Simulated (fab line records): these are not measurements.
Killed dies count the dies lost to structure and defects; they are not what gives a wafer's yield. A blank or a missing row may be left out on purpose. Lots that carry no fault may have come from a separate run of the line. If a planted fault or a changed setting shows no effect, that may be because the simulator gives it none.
Which tool did it? :: flow n5-finfet :: 72 wafers from 24 lots sampled at 6 of the route's 1938 steps

## WHAT EACH GAUGE READ, for each wafer
N5_BEOL_M8_CD_MEAS_11: the cd target is 38.5 nm.
lot: L075
measured: day 10 03:58
on: cd-sem-03
cd-nm (nm): 37.9 38.5 39.3

lot: L074
measured: day 10 04:13
on: cd-sem-03
cd-nm (nm): 39.0 38.9 38.5

lot: L076
measured: day 10 20:47
on: cd-sem-03
cd-nm (nm): 38.2 39.0 38.4

lot: L077
measured: day 11 03:54
on: cd-sem-02
cd-nm (nm): 39.9 39.2 39.1

lot: L078
measured: day 11 03:56
on: cd-sem-01
cd-nm (nm): 38.9 38.0 38.7

lot: L080
measured: day 11 04:07
on: cd-sem-02
cd-nm (nm): 39.5 38.9 38.4

lot: L079
measured: day 11 15:01
on: cd-sem-03
cd-nm (nm): 38.6 39.1 38.6

lot: L081
measured: day 12 10:23
on: cd-sem-02
cd-nm (nm): 39.2 38.9 38.8

lot: L082
measured: day 12 11:31
on: cd-sem-02
cd-nm (nm): 39.6 38.5 38.2

lot: L083
measured: day 12 21:47
on: cd-sem-02
cd-nm (nm): 38.8 38.5 37.9

lot: L084
measured: day 12 23:07
on: cd-sem-02
cd-nm (nm): 38.3 38.9 38.5

lot: L086
measured: day 14 01:48
on: cd-sem-02
cd-nm (nm): 39.0 38.5 37.8

lot: L085
measured: day 14 01:58
on: cd-sem-02
cd-nm (nm): 38.4 38.9 38.6

lot: L088
measured: day 14 06:35
on: cd-sem-01
cd-nm (nm): 38.9 38.3 38.5

lot: L087
measured: day 14 14:15
on: cd-sem-02
cd-nm (nm): 39.6 39.7 38.8

lot: L093
measured: day 14 17:44
on: cd-sem-02
cd-nm (nm): 39.1 38.4 39.3

lot: L089
measured: day 14 17:49
on: cd-sem-01
cd-nm (nm): 38.7 39.5 39.3

lot: L090
measured: day 15 00:28
on: cd-sem-01
cd-nm (nm): 39.1 38.1 39.2

lot: L091
measured: day 15 00:37
on: cd-sem-03
cd-nm (nm): 38.7 38.0 38.2

lot: L092
measured: day 15 10:16
on: cd-sem-02
cd-nm (nm): 38.7 39.0 38.8

lot: L095
measured: day 15 10:25
on: cd-sem-01
cd-nm (nm): 37.6 38.2 38.9

lot: L094
measured: day 15 11:17
on: cd-sem-01
cd-nm (nm): 38.8 38.8 38.2

lot: L096
measured: day 16 13:13
on: cd-sem-02
cd-nm (nm): 38.8 38.4 38.7

lot: L097
measured: day 17 06:58
on: cd-sem-03
cd-nm (nm): 38.9 38.9 39.0

N5_BEOL_M8_CD_MEAS_18: pitch 80 nm, target cd 40 nm.
lot: L075
measured: day 10 05:09
on: cd-sem-03
cd-nm (nm): 39.1 39.8 40.6

lot: L074
measured: day 10 05:43
on: cd-sem-02
cd-nm (nm): 40.4 40.9 40.2

lot: L076
measured: day 10 21:29
on: cd-sem-01
cd-nm (nm): 40.0 40.2 39.1

lot: L077
measured: day 11 04:26
on: cd-sem-01
cd-nm (nm): 41.8 40.7 40.9

lot: L078
measured: day 11 04:34
on: cd-sem-02
cd-nm (nm): 40.2 39.1 40.3

lot: L080
measured: day 11 04:43
on: cd-sem-02
cd-nm (nm): 41.0 40.6 39.6

lot: L079
measured: day 11 15:42
on: cd-sem-01
cd-nm (nm): 40.4 40.3 40.8

lot: L081
measured: day 12 10:57
on: cd-sem-02
cd-nm (nm): 40.8 40.2 40.1

lot: L082
measured: day 12 12:05
on: cd-sem-02
cd-nm (nm): 41.2 40.3 39.7

lot: L083
measured: day 12 22:32
on: cd-sem-01
cd-nm (nm): 40.2 40.2 39.8

lot: L084
measured: day 12 23:40
on: cd-sem-02
cd-nm (nm): 40.2 40.7 39.8

lot: L086
measured: day 14 02:49
on: cd-sem-02
cd-nm (nm): 40.6 40.3 40.1

lot: L085
measured: day 14 02:51
on: cd-sem-02
cd-nm (nm): 39.8 40.8 40.5

lot: L088
measured: day 14 07:08
on: cd-sem-01
cd-nm (nm): 40.6 39.8 39.7

lot: L087
measured: day 14 15:10
on: cd-sem-01
cd-nm (nm): 40.0 40.8 40.0

lot: L093
measured: day 14 18:31
on: cd-sem-03
cd-nm (nm): 40.9 39.9 40.4

lot: L089
measured: day 14 18:34
on: cd-sem-01
cd-nm (nm): 40.6 40.4 40.7

lot: L090
measured: day 15 01:05
on: cd-sem-03
cd-nm (nm): 40.6 39.1 40.7

lot: L091
measured: day 15 01:26
on: cd-sem-03
cd-nm (nm): 40.4 39.3 39.7

lot: L092
measured: day 15 10:53
on: cd-sem-03
cd-nm (nm): 39.4 40.2 40.2

lot: L095
measured: day 15 11:11
on: cd-sem-02
cd-nm (nm): 39.0 39.0 40.0

lot: L094
measured: day 15 11:55
on: cd-sem-02
cd-nm (nm): 39.7 40.0 39.6

lot: L096
measured: day 16 13:50
on: cd-sem-02
cd-nm (nm): 39.8 38.7 39.7

lot: L097
measured: day 17 07:31
on: cd-sem-03
cd-nm (nm): 40.6 40.7 40.6

N5_BEOL_M9_OVL_MEAS_29.
lot: L075
measured: day 10 16:56
on: overlay-02
V8_OVL (nm): -0.3 -0.8 -0.8

lot: L074
measured: day 10 19:37
on: overlay-02
V8_OVL (nm): -0.9 -0.1 -1.0

lot: L076
measured: day 11 05:23
on: overlay-02
V8_OVL (nm): 0.6 0.4 -0.2

lot: L077
measured: day 11 17:55
on: overlay-01
V8_OVL (nm): 0.4 -0.2 -0.2

lot: L078
measured: day 11 15:56
on: overlay-01
V8_OVL (nm): 0.4 0.3 0.6

lot: L080
measured: day 11 13:36
on: overlay-01
V8_OVL (nm): 0.0 -0.5 0.1

lot: L079
measured: day 12 05:57
on: overlay-02
V8_OVL (nm): -0.8 0.1 -0.4

lot: L081
measured: day 12 20:28
on: overlay-01
V8_OVL (nm): 0.2 0.0 0.7

lot: L082
measured: day 12 20:38
on: overlay-02
V8_OVL (nm): -1.1 -0.1 0.3

lot: L083
measured: day 13 12:54
on: overlay-02
V8_OVL (nm): -0.9 -1.4 -1.4

lot: L084
measured: day 13 12:56
on: overlay-01
V8_OVL (nm): 0.1 0.2 0.1

lot: L086
measured: day 14 11:23
on: overlay-02
V8_OVL (nm): 0.7 1.1 0.6

lot: L085
measured: day 14 12:02
on: overlay-01
V8_OVL (nm): 1.5 0.3 1.0

lot: L088
measured: day 14 16:50
on: overlay-02
V8_OVL (nm): 0.9 0.5 0.1

lot: L087
measured: day 15 02:21
on: overlay-02
V8_OVL (nm): -0.6 -1.1 -0.6

lot: L093
measured: day 15 02:26
on: overlay-02
V8_OVL (nm): -0.3 -0.6 -1.3

lot: L089
measured: day 15 02:23
on: overlay-01
V8_OVL (nm): -0.5 0.1 -0.6

lot: L090
measured: day 15 14:13
on: overlay-01
V8_OVL (nm): -0.4 0.5 0.6

lot: L091
measured: day 15 11:01
on: overlay-01
V8_OVL (nm): -1.1 -1.3 -0.6

lot: L092
measured: day 15 23:22
on: overlay-02
V8_OVL (nm): -0.1 -0.2 0.4

lot: L095
measured: day 15 23:31
on: overlay-02
V8_OVL (nm): -0.4 -0.9 0.2

lot: L094
measured: day 15 23:11
on: overlay-01
V8_OVL (nm): 0.3 0.0 0.3

lot: L096
measured: day 17 01:29
on: overlay-01
V8_OVL (nm): 0.7 0.7 -0.5

lot: L097
measured: day 18 00:33
on: overlay-02
V8_OVL (nm): -0.8 -0.4 -1.3

N5_BEOL_M9_INSPECT_30: inspects for defects (brightfield).
lot: L075
measured: day 10 17:00
on: defect-inspect-02
raw-defect-count: 528 439 507

lot: L074
measured: day 10 19:40
on: defect-inspect-01
raw-defect-count: 485 519 403

lot: L076
measured: day 11 05:27
on: defect-inspect-02
raw-defect-count: 357 315 468

lot: L077
measured: day 11 17:59
on: defect-inspect-01
raw-defect-count: 431 339 383

lot: L078
measured: day 11 15:59
on: defect-inspect-01
raw-defect-count: 422 574 454

lot: L080
measured: day 11 13:39
on: defect-inspect-01
raw-defect-count: 448 407 334

lot: L079
measured: day 12 06:01
on: defect-inspect-01
raw-defect-count: 370 631 435

lot: L081
measured: day 12 20:31
on: defect-inspect-02
raw-defect-count: 390 473 387

lot: L082
measured: day 12 20:41
on: defect-inspect-01
raw-defect-count: 451 552 572

lot: L083
measured: day 13 12:58
on: defect-inspect-02
raw-defect-count: 381 490 327

lot: L084
measured: day 13 13:00
on: defect-inspect-01
raw-defect-count: 703 525 573

lot: L086
measured: day 14 11:27
on: defect-inspect-01
raw-defect-count: 529 465 440

lot: L085
measured: day 14 12:05
on: defect-inspect-01
raw-defect-count: 441 466 378

lot: L088
measured: day 14 16:54
on: defect-inspect-01
raw-defect-count: 402 289 300

lot: L087
measured: day 15 02:25
on: defect-inspect-02
raw-defect-count: 463 470 460

lot: L093
measured: day 15 02:29
on: defect-inspect-01
raw-defect-count: 335 394 457

lot: L089
measured: day 15 02:27
on: defect-inspect-02
raw-defect-count: 364 390 366

lot: L090
measured: day 15 14:16
on: defect-inspect-02
raw-defect-count: 463 375 432

lot: L091
measured: day 15 11:04
on: defect-inspect-02
raw-defect-count: 440 403 313

lot: L092
measured: day 15 23:25
on: defect-inspect-02
raw-defect-count: 413 352 367

lot: L095
measured: day 15 23:34
on: defect-inspect-02
raw-defect-count: 416 565 318

lot: L094
measured: day 15 23:14
on: defect-inspect-01
raw-defect-count: 260 463 459

lot: L096
measured: day 17 01:33
on: defect-inspect-02
raw-defect-count: 367 398 278

lot: L097
measured: day 18 00:37
on: defect-inspect-02
raw-defect-count: 444 422 492

## WHAT TOOL EACH LOT RAN ON (gives the tool, then ch and the chambers of the sampled wafers, and finally the start)
lot: L075
N5_BEOL_M8_ETCH_62: rie-diel-04 ch 0,1,2, day 10 04:41
N5_BEOL_M8_STRIP_19: rie-diel-03 ch 0,1,2, day 10 05:05

lot: L074
N5_BEOL_M8_ETCH_62: rie-diel-03 ch 0,1,2, day 10 05:13
N5_BEOL_M8_STRIP_19: rie-diel-01 ch 0,3, day 10 05:38

lot: L076
N5_BEOL_M8_ETCH_62: rie-diel-04 ch 0,2,3, day 10 21:01
N5_BEOL_M8_STRIP_19: rie-diel-04 ch 1,2, day 10 21:25

lot: L077
N5_BEOL_M8_ETCH_62: rie-diel-03 ch 0,1,2, day 11 04:05
N5_BEOL_M8_STRIP_19: rie-diel-04 ch 1,2,3, day 11 04:22

lot: L078
N5_BEOL_M8_ETCH_62: rie-diel-04 ch 1,2, day 11 04:07
N5_BEOL_M8_STRIP_19: rie-diel-01 ch 0,1,3, day 11 04:30

lot: L080
N5_BEOL_M8_ETCH_62: rie-diel-03 ch 0,1, day 11 04:20
N5_BEOL_M8_STRIP_19: rie-diel-01 ch 1,2, day 11 04:38

lot: L079
N5_BEOL_M8_ETCH_62: rie-diel-03 ch 0,1, day 11 15:14
N5_BEOL_M8_STRIP_19: rie-diel-04 ch 0,2,3, day 11 15:38

lot: L081
N5_BEOL_M8_ETCH_62: rie-diel-04 ch 0,1,2, day 12 10:34
N5_BEOL_M8_STRIP_19: rie-diel-03 ch 0,3, day 12 10:53

lot: L082
N5_BEOL_M8_ETCH_62: rie-diel-03 ch 0,1,3, day 12 11:43
N5_BEOL_M8_STRIP_19: rie-diel-01 ch 1,2, day 12 12:01

lot: L083
N5_BEOL_M8_ETCH_62: rie-diel-03 ch 1,2,3, day 12 22:10
N5_BEOL_M8_STRIP_19: rie-diel-01 ch 0,1,3, day 12 22:28

lot: L084
N5_BEOL_M8_ETCH_62: rie-diel-04 ch 0,1,3, day 12 23:17
N5_BEOL_M8_STRIP_19: rie-diel-03 ch 1,2, day 12 23:36

lot: L086
N5_BEOL_M8_ETCH_62: rie-diel-01 ch 0,1,2, day 14 02:25
N5_BEOL_M8_STRIP_19: rie-diel-03 ch 1,2,3, day 14 02:44

lot: L085
N5_BEOL_M8_ETCH_62: rie-diel-04 ch 0,3, day 14 02:26
N5_BEOL_M8_STRIP_19: rie-diel-03 ch 2,3, day 14 02:47

lot: L088
N5_BEOL_M8_ETCH_62: rie-diel-03 ch 0,1, day 14 06:46
N5_BEOL_M8_STRIP_19: rie-diel-01 ch 0,1,2, day 14 07:04

lot: L087
N5_BEOL_M8_ETCH_62: rie-diel-03 ch 0,3, day 14 14:44
N5_BEOL_M8_STRIP_19: rie-diel-04 ch 0,1, day 14 15:05

lot: L093
N5_BEOL_M8_ETCH_62: rie-diel-04 ch 0,1, day 14 18:09
N5_BEOL_M8_STRIP_19: rie-diel-03 ch 0,2,3, day 14 18:27

lot: L089
N5_BEOL_M8_ETCH_62: rie-diel-03 ch 0,1,3, day 14 18:11
N5_BEOL_M8_STRIP_19: rie-diel-03 ch 0,1,3, day 14 18:29

lot: L090
N5_BEOL_M8_ETCH_62: rie-diel-04 ch 0,1,3, day 15 00:43
N5_BEOL_M8_STRIP_19: rie-diel-01 ch 0,1,3, day 15 01:01

lot: L091
N5_BEOL_M8_ETCH_62: rie-diel-04 ch 0,1,3, day 15 00:54
N5_BEOL_M8_STRIP_19: rie-diel-01 ch 0,1,2, day 15 01:22

lot: L092
N5_BEOL_M8_ETCH_62: rie-diel-04 ch 0,2,3, day 15 10:26
N5_BEOL_M8_STRIP_19: rie-diel-03 ch 0,1,3, day 15 10:49

lot: L095
N5_BEOL_M8_ETCH_62: rie-diel-04 ch 0,2,3, day 15 10:44
N5_BEOL_M8_STRIP_19: rie-diel-04 ch 0,1,3, day 15 11:07

lot: L094
N5_BEOL_M8_ETCH_62: rie-diel-04 ch 0,2,3, day 15 11:28
N5_BEOL_M8_STRIP_19: rie-diel-03 ch 0,1,2, day 15 11:50

lot: L096
N5_BEOL_M8_ETCH_62: rie-diel-03 ch 0,1,3, day 16 13:23
N5_BEOL_M8_STRIP_19: rie-diel-03 ch 1,2, day 16 13:46

lot: L097
N5_BEOL_M8_ETCH_62: rie-diel-03 ch 1,3, day 17 07:08
N5_BEOL_M8_STRIP_19: rie-diel-03 ch 0,3, day 17 07:26
- N5_BEOL_M8_ETCH_62: etches SOC in N2/H2, target depth 110 nm, overetch 22 nm, time 165 s.
- N5_BEOL_M8_STRIP_19: strips in O2.

## WHAT THE TOOLS THEMSELVES READ (means of the sampled wafers that have a number; where no wafer has one, the mark that the record gives instead)
N5_BEOL_M8_ETCH_62.
lot: L075
tool: rie-diel-04
drypump-motor-current-A (A): 5.7
oes-product-au (a.u.): 0.73
rf-vpp-V (V): 523
showerhead-plenum-p-Torr (Torr): 2.50
throttle-valve-pct (%): 17.68

lot: L074
tool: rie-diel-03
drypump-motor-current-A (A): 5.4
oes-product-au (a.u.): 0.67
rf-vpp-V (V): 523
showerhead-plenum-p-Torr (Torr): 2.53
throttle-valve-pct (%): 17.73

lot: L076
tool: rie-diel-04
drypump-motor-current-A (A): 5.5
oes-product-au (a.u.): 0.74
rf-vpp-V (V): 526
showerhead-plenum-p-Torr (Torr): 2.58
throttle-valve-pct (%): 17.61

lot: L077
tool: rie-diel-03
drypump-motor-current-A (A): 5.4
oes-product-au (a.u.): 0.67
rf-vpp-V (V): 524
showerhead-plenum-p-Torr (Torr): 2.53
throttle-valve-pct (%): 17.75

lot: L078
tool: rie-diel-04
drypump-motor-current-A (A): 6.1
oes-product-au (a.u.): 0.69
rf-vpp-V (V): 522
showerhead-plenum-p-Torr (Torr): 2.50
throttle-valve-pct (%): 17.90

lot: L080
tool: rie-diel-03
drypump-motor-current-A (A): 5.3
oes-product-au (a.u.): 0.69
rf-vpp-V (V): 526
showerhead-plenum-p-Torr (Torr): 2.60
throttle-valve-pct (%): 17.53

lot: L079
tool: rie-diel-03
drypump-motor-current-A (A): 5.3
oes-product-au (a.u.): 0.69
rf-vpp-V (V): 526
showerhead-plenum-p-Torr (Torr): 2.60
throttle-valve-pct (%): 17.55

lot: L081
tool: rie-diel-04
drypump-motor-current-A (A): 5.7
oes-product-au (a.u.): 0.70
rf-vpp-V (V): 522
showerhead-plenum-p-Torr (Torr): 2.49
throttle-valve-pct (%): 17.72

lot: L082
tool: rie-diel-03
drypump-motor-current-A (A): 5.4
oes-product-au (a.u.): 0.66
rf-vpp-V (V): 526
showerhead-plenum-p-Torr (Torr): 2.59
throttle-valve-pct (%): 17.63

lot: L083
tool: rie-diel-03
drypump-motor-current-A (A): 5.5
oes-product-au (a.u.): 0.66
rf-vpp-V (V): 526
showerhead-plenum-p-Torr (Torr): 2.59
throttle-valve-pct (%): 17.70

lot: L084
tool: rie-diel-04
drypump-motor-current-A (A): 5.8
oes-product-au (a.u.): 0.73
rf-vpp-V (V): 524
showerhead-plenum-p-Torr (Torr): 2.54
throttle-valve-pct (%): 17.87

lot: L086
tool: rie-diel-01
drypump-motor-current-A (A): 5.6
oes-product-au (a.u.): 0.72
rf-vpp-V (V): 525
showerhead-plenum-p-Torr (Torr): 2.59
throttle-valve-pct (%): 17.73

lot: L085
tool: rie-diel-04
drypump-motor-current-A (A): 5.6
oes-product-au (a.u.): 0.72
rf-vpp-V (V): 526
showerhead-plenum-p-Torr (Torr): 2.62
throttle-valve-pct (%): 17.80

lot: L088
tool: rie-diel-03
drypump-motor-current-A (A): 5.4
oes-product-au (a.u.): 0.65
rf-vpp-V (V): 523
showerhead-plenum-p-Torr (Torr): 2.51
throttle-valve-pct (%): 17.72

lot: L087
tool: rie-diel-03
drypump-motor-current-A (A): 5.4
oes-product-au (a.u.): 0.62
rf-vpp-V (V): 523
showerhead-plenum-p-Torr (Torr): 2.51
throttle-valve-pct (%): 17.81

lot: L093
tool: rie-diel-04
drypump-motor-current-A (A): 5.6
oes-product-au (a.u.): 0.71
rf-vpp-V (V): 521
showerhead-plenum-p-Torr (Torr): 2.46
throttle-valve-pct (%): 17.78

lot: L089
tool: rie-diel-03
drypump-motor-current-A (A): 5.4
oes-product-au (a.u.): 0.65
rf-vpp-V (V): 525
showerhead-plenum-p-Torr (Torr): 2.59
throttle-valve-pct (%): 17.67

lot: L090
tool: rie-diel-04
drypump-motor-current-A (A): 5.8
oes-product-au (a.u.): 0.70
rf-vpp-V (V): 523
showerhead-plenum-p-Torr (Torr): 2.53
throttle-valve-pct (%): 17.89

lot: L091
tool: rie-diel-04
drypump-motor-current-A (A): 5.8
oes-product-au (a.u.): 0.70
rf-vpp-V (V): 524
showerhead-plenum-p-Torr (Torr): 2.53
throttle-valve-pct (%): 17.90

lot: L092
tool: rie-diel-04
drypump-motor-current-A (A): 5.5
oes-product-au (a.u.): 0.69
rf-vpp-V (V): 525
showerhead-plenum-p-Torr (Torr): 2.56
throttle-valve-pct (%): 17.68

lot: L095
tool: rie-diel-04
drypump-motor-current-A (A): 5.4
oes-product-au (a.u.): 0.69
rf-vpp-V (V): 525
showerhead-plenum-p-Torr (Torr): 2.56
throttle-valve-pct (%): 17.66

lot: L094
tool: rie-diel-04
drypump-motor-current-A (A): 5.5
oes-product-au (a.u.): 0.69
rf-vpp-V (V): 525
showerhead-plenum-p-Torr (Torr): 2.56
throttle-valve-pct (%): 17.67

lot: L096
tool: rie-diel-03
drypump-motor-current-A (A): 5.4
oes-product-au (a.u.): 0.64
rf-vpp-V (V): 525
showerhead-plenum-p-Torr (Torr): 2.58
throttle-valve-pct (%): 17.70

lot: L097
tool: rie-diel-03
drypump-motor-current-A (A): 5.4
oes-product-au (a.u.): 0.66
rf-vpp-V (V): 527
showerhead-plenum-p-Torr (Torr): 2.65
throttle-valve-pct (%): 17.56

N5_BEOL_M8_STRIP_19.
lot: L075
tool: rie-diel-03
drypump-motor-current-A (A): 5.4
o2-flow-sccm (sccm): 224.9
oes-product-au (a.u.): 0.79
rf-vpp-V (V): 3.6
showerhead-plenum-p-Torr (Torr): 2.10
throttle-valve-pct (%): 16.66

lot: L074
tool: rie-diel-01
drypump-motor-current-A (A): 5.1
o2-flow-sccm (sccm): 226.0
oes-product-au (a.u.): 0.90
rf-vpp-V (V): 4.4
showerhead-plenum-p-Torr (Torr): 2.11
throttle-valve-pct (%): 16.49

lot: L076
tool: rie-diel-04
drypump-motor-current-A (A): 5.8
o2-flow-sccm (sccm): 225.7
oes-product-au (a.u.): 0.81
rf-vpp-V (V): 3.6
showerhead-plenum-p-Torr (Torr): 2.08
throttle-valve-pct (%): 16.54

lot: L077
tool: rie-diel-04
drypump-motor-current-A (A): 5.9
o2-flow-sccm (sccm): 224.7
oes-product-au (a.u.): 0.85
rf-vpp-V (V): 4.0
showerhead-plenum-p-Torr (Torr): 2.12
throttle-valve-pct (%): 16.62

lot: L078
tool: rie-diel-01
drypump-motor-current-A (A): 5.2
o2-flow-sccm (sccm): 224.6
oes-product-au (a.u.): 0.87
rf-vpp-V (V): 3.7
showerhead-plenum-p-Torr (Torr): 2.11
throttle-valve-pct (%): 16.48

lot: L080
tool: rie-diel-01
drypump-motor-current-A (A): 5.8
o2-flow-sccm (sccm): 225.2
oes-product-au (a.u.): 0.94
rf-vpp-V (V): 3.3
showerhead-plenum-p-Torr (Torr): 2.20
throttle-valve-pct (%): 16.47

lot: L079
tool: rie-diel-04
drypump-motor-current-A (A): 5.5
o2-flow-sccm (sccm): 225.1
oes-product-au (a.u.): 0.87
rf-vpp-V (V): 3.5
showerhead-plenum-p-Torr (Torr): 2.13
throttle-valve-pct (%): 16.56

lot: L081
tool: rie-diel-03
drypump-motor-current-A (A): 5.4
o2-flow-sccm (sccm): 224.6
oes-product-au (a.u.): 0.75
rf-vpp-V (V): 3.4
showerhead-plenum-p-Torr (Torr): 2.08
throttle-valve-pct (%): 16.72

lot: L082
tool: rie-diel-01
drypump-motor-current-A (A): 5.4
o2-flow-sccm (sccm): 225.8
oes-product-au (a.u.): 0.88
rf-vpp-V (V): 3.9
showerhead-plenum-p-Torr (Torr): 2.17
throttle-valve-pct (%): 16.49

lot: L083
tool: rie-diel-01
drypump-motor-current-A (A): 5.2
o2-flow-sccm (sccm): 224.5
oes-product-au (a.u.): 0.86
rf-vpp-V (V): 4.3
showerhead-plenum-p-Torr (Torr): 2.10
throttle-valve-pct (%): 16.53

lot: L084
tool: rie-diel-03
drypump-motor-current-A (A): 5.5
o2-flow-sccm (sccm): 225.0
oes-product-au (a.u.): 0.76
rf-vpp-V (V): 3.8
showerhead-plenum-p-Torr (Torr): 2.08
throttle-valve-pct (%): 16.69

lot: L086
tool: rie-diel-03
drypump-motor-current-A (A): 5.4
o2-flow-sccm (sccm): 225.6
oes-product-au (a.u.): 0.77
rf-vpp-V (V): 4.2
showerhead-plenum-p-Torr (Torr): 2.14
throttle-valve-pct (%): 16.61

lot: L085
tool: rie-diel-03
drypump-motor-current-A (A): 5.6
o2-flow-sccm (sccm): 224.8
oes-product-au (a.u.): 0.73
rf-vpp-V (V): 3.4
showerhead-plenum-p-Torr (Torr): 2.06
throttle-valve-pct (%): 16.73

lot: L088
tool: rie-diel-01
drypump-motor-current-A (A): 5.5
o2-flow-sccm (sccm): 224.8
oes-product-au (a.u.): 0.87
rf-vpp-V (V): 4.0
showerhead-plenum-p-Torr (Torr): 2.13
throttle-valve-pct (%): 16.52

lot: L087
tool: rie-diel-04
drypump-motor-current-A (A): 6.0
o2-flow-sccm (sccm): 225.0
oes-product-au (a.u.): 0.83
rf-vpp-V (V): 3.4
showerhead-plenum-p-Torr (Torr): 2.04
throttle-valve-pct (%): 16.85

lot: L093
tool: rie-diel-03
drypump-motor-current-A (A): 5.4
o2-flow-sccm (sccm): 225.2
oes-product-au (a.u.): 0.72
rf-vpp-V (V): 3.5
showerhead-plenum-p-Torr (Torr): 2.07
throttle-valve-pct (%): 16.76

lot: L089
tool: rie-diel-03
drypump-motor-current-A (A): 5.3
o2-flow-sccm (sccm): 224.8
oes-product-au (a.u.): 0.77
rf-vpp-V (V): 4.2
showerhead-plenum-p-Torr (Torr): 2.15
throttle-valve-pct (%): 16.64

lot: L090
tool: rie-diel-01
drypump-motor-current-A (A): 5.2
o2-flow-sccm (sccm): 224.8
oes-product-au (a.u.): 0.83
rf-vpp-V (V): 3.7
showerhead-plenum-p-Torr (Torr): 2.10
throttle-valve-pct (%): 16.56

lot: L091
tool: rie-diel-01
drypump-motor-current-A (A): 5.5
o2-flow-sccm (sccm): 225.2
oes-product-au (a.u.): 0.84
rf-vpp-V (V): 3.9
showerhead-plenum-p-Torr (Torr): 2.13
throttle-valve-pct (%): 16.54

lot: L092
tool: rie-diel-03
drypump-motor-current-A (A): 5.4
o2-flow-sccm (sccm): 225.3
oes-product-au (a.u.): 0.76
rf-vpp-V (V): 4.4
showerhead-plenum-p-Torr (Torr): 2.14
throttle-valve-pct (%): 16.64

lot: L095
tool: rie-diel-04
drypump-motor-current-A (A): 5.8
o2-flow-sccm (sccm): 224.7
oes-product-au (a.u.): 0.83
rf-vpp-V (V): 3.6
showerhead-plenum-p-Torr (Torr): 2.10
throttle-valve-pct (%): 16.79

lot: L094
tool: rie-diel-03
drypump-motor-current-A (A): 5.4
o2-flow-sccm (sccm): 225.5
oes-product-au (a.u.): 0.75
rf-vpp-V (V): 3.3
showerhead-plenum-p-Torr (Torr): 2.08
throttle-valve-pct (%): 16.74

lot: L096
tool: rie-diel-03
drypump-motor-current-A (A): 5.4
o2-flow-sccm (sccm): 224.8
oes-product-au (a.u.): 0.77
rf-vpp-V (V): 3.7
showerhead-plenum-p-Torr (Torr): 2.15
throttle-valve-pct (%): 16.62

lot: L097
tool: rie-diel-03
drypump-motor-current-A (A): 5.4
o2-flow-sccm (sccm): 224.8
oes-product-au (a.u.): 0.73
rf-vpp-V (V): 3.3
showerhead-plenum-p-Torr (Torr): 2.12
throttle-valve-pct (%): 16.71

## THE ANSWER, worked out from the rows above alone
Rule: the usual values come from the lots themselves. Put in order of their means at a reading, lots are off if they are a third of the lots or fewer, leave a main group of 4 or more, and stand apart from it by a gap of 3 or more times the standard deviation of the main group's means; of several such gaps the widest counts. Not used: any main group whose means are identical at the precision the tables above print for the reading. Also off: a lot with no number at a reading for which 4 or more lots have one. Where the step has rows for the other lots, those lots are counted as sound. First the gauges in route order, then the tools' own readings, where a lot's mean is used as printed above. At the first step where some lot is off, the reading lying furthest off is the one used; lots without a number count as furthest.
No lot is off on any of the readings shown, so nothing can be concluded from this.

## WHAT THE SIMULATOR HAD INSERTED
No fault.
